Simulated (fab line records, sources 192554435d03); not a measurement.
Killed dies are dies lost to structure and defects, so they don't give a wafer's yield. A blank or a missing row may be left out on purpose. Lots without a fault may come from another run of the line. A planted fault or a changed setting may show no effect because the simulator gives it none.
A struck lot beside a sound one | flow n5_finfet | 39 steps out of a route of 1938
Sound: wafers L504.2, L504.4, L504.5. Struck: wafers L500.2, L500.4. (L500.1 of the same lot was not struck and is left out.) The cause comes at the end.
At each step with rows: each side's tool, then ch and its chambers, then its first start. Under that, the readings that differ: sound wafers | struck wafers | difference of the means | sigmas: that difference in standard deviations of wafers without a fault.
alike: readings whose means differ by less than 2 such deviations, and words and numbers that are the same on both sides. not compared: withheld readings, readings that some wafer has no value for, bounds like >300 that may hide the same value, and numbers for which the record gives no deviation and whose values overlap.
The two part at a step that has a row with sigmas, a row that says differs or no value, or rows on one side only. Numbers that don't overlap but have no deviation are shown without sigmas and don't part them. A reading that every wafer of one side lacks parts them only if that side has two wafers or more.

first, 11 steps without rows for these wafers: N5_BEOL_M4_STRIP_65 (strips in N2/H2); N5_BEOL_M4_STRIP_75 (strips in N2/H2); N5_BEOL_M4_STRIP_66 (strips in CF4); N5_BEOL_M4_HM_OPEN_17 (chemistry Cl2/BCl3, target TiN, target depth 20 nm, overetch 6 nm); N5_BEOL_M4_STRIP_19 (strips in O2); N5_BEOL_M4_COAT_67 (time 60 s, resist thk 60 nm); N5_BEOL_M4_COAT_68 (time 60 s, resist thk 12 nm); N5_BEOL_M4_COAT_76 (time 60 s, resist thk 5 nm); N5_BEOL_M4_COAT_22 (resist thk 30 nm); N5_BEOL_M4_EBR_24; N5_BEOL_M4_SOFTBAKE_23 (time 60 s).
N5_BEOL_M4_EXPOSE_25: exposes mask V3, defocus 5 nm.
  sound on euv_scanner-02 ch 0, day 14 02:04; struck on euv_scanner-01 ch 0, day 12 10:52
  alike: mask
then, 2 steps without rows for these wafers: N5_BEOL_M4_PEB_26 (peb time 60 s); N5_BEOL_M4_DEVELOP_27 (develop time 30 s).
N5_BEOL_M4_CD_MEAS_28: target cd 26.2 nm, target cd y 24.1 nm.
  sound on cd_sem-01 ch 0, day 14 02:13; struck on cd_sem-03 ch 0, day 12 11:01
  reading    | sound             | struck      | difference | sigmas
  cd_nm (nm) | 26.18 26.07 26.41 | 15.50 15.41 | -10.76     | -47
then, 22 steps without rows for these wafers: N5_BEOL_M4_DESCUM_33 (chemistry O2, time 7 s); N5_BEOL_M4_ETCH_77 (etches underlayer in N2/H2, target depth 6.5 nm, time 5.2 s); N5_BEOL_M4_ETCH_69 (etches SiARC in CF4, target depth 15.6 nm, time 26 s); N5_BEOL_M4_ALD_98 (deposits SiO2, target thk 2.5 nm, pulse time 1 s, co reactant pulse time 1 s); N5_BEOL_M4_ETCHBACK_99 (etches SiO2 in CHF3, target depth 5 nm, time 10.4 s); N5_BEOL_M4_ETCH_70 (etches SOC in N2/H2, target depth 80 nm, overetch 24 nm, time 130 s); N5_BEOL_M4_STRIP_71 (strips in N2/H2); N5_BEOL_M4_STRIP_78 (strips in N2/H2); N5_BEOL_M4_VIA_ETCH_34 (etches the open film in C4F6/O2, target depth 69.4 nm, time 65.9 s); N5_BEOL_M4_STRIP_83 (strips in C4F6/O2); N5_BEOL_M4_STRIP_36 (strips in N2/H2); N5_BEOL_M4_TRENCH_ETCH_37 (etches SiOC in C4F6/O2, target depth 55.555 nm, time 29.2 s); N5_BEOL_M4_ETCH_41 (etches SiCN in CH3F/O2, target depth 29.9 nm, time 52.5 s); N5_BEOL_M4_STRIP_97 (strips in N2/H2, time 10 s); N5_BEOL_M4_HM_STRIP_39 (strips TiN in peroxide tin strip, target depth 25 nm, time 158 s); N5_BEOL_M4_SRD_40 (time 30 s); N5_BEOL_M4_PRECLEAN_42 (cleans in residue remover, time 60 s); N5_BEOL_M4_SRD_43 (time 30 s); N5_BEOL_M4_DEGAS_44 (time 60 s); N5_BEOL_M4_PRE_CLEAN_45 (time 30 s); N5_BEOL_M4_ALD_84 (deposits TaN, pulse time 2 s, purge time 3 s, co reactant purge time 2 s); N5_BEOL_M4_SURFACE_TREAT_85.
N5_BEOL_M4_RC_MEAS_101:
  the record has rows for the sound wafers here (prober-02 ch 0, day 14 22:04) and none for the struck ones
-- the record jumps here: 6 days lie between the struck wafers' starts before and after (it left off in module BEOL_M4 and takes up again in module PASSIVATION, whose first step shown is number 1936 of the route) --
N5_PASSIVATION_PROBE_49:
  the record has rows for the struck wafers here (prober-02, day 18 13:08) and none for the sound ones

WHERE THEY PART
First at N5_BEOL_M4_CD_MEAS_28; last, within this record, at N5_PASSIVATION_PROBE_49.

WHY: what the simulator had put in
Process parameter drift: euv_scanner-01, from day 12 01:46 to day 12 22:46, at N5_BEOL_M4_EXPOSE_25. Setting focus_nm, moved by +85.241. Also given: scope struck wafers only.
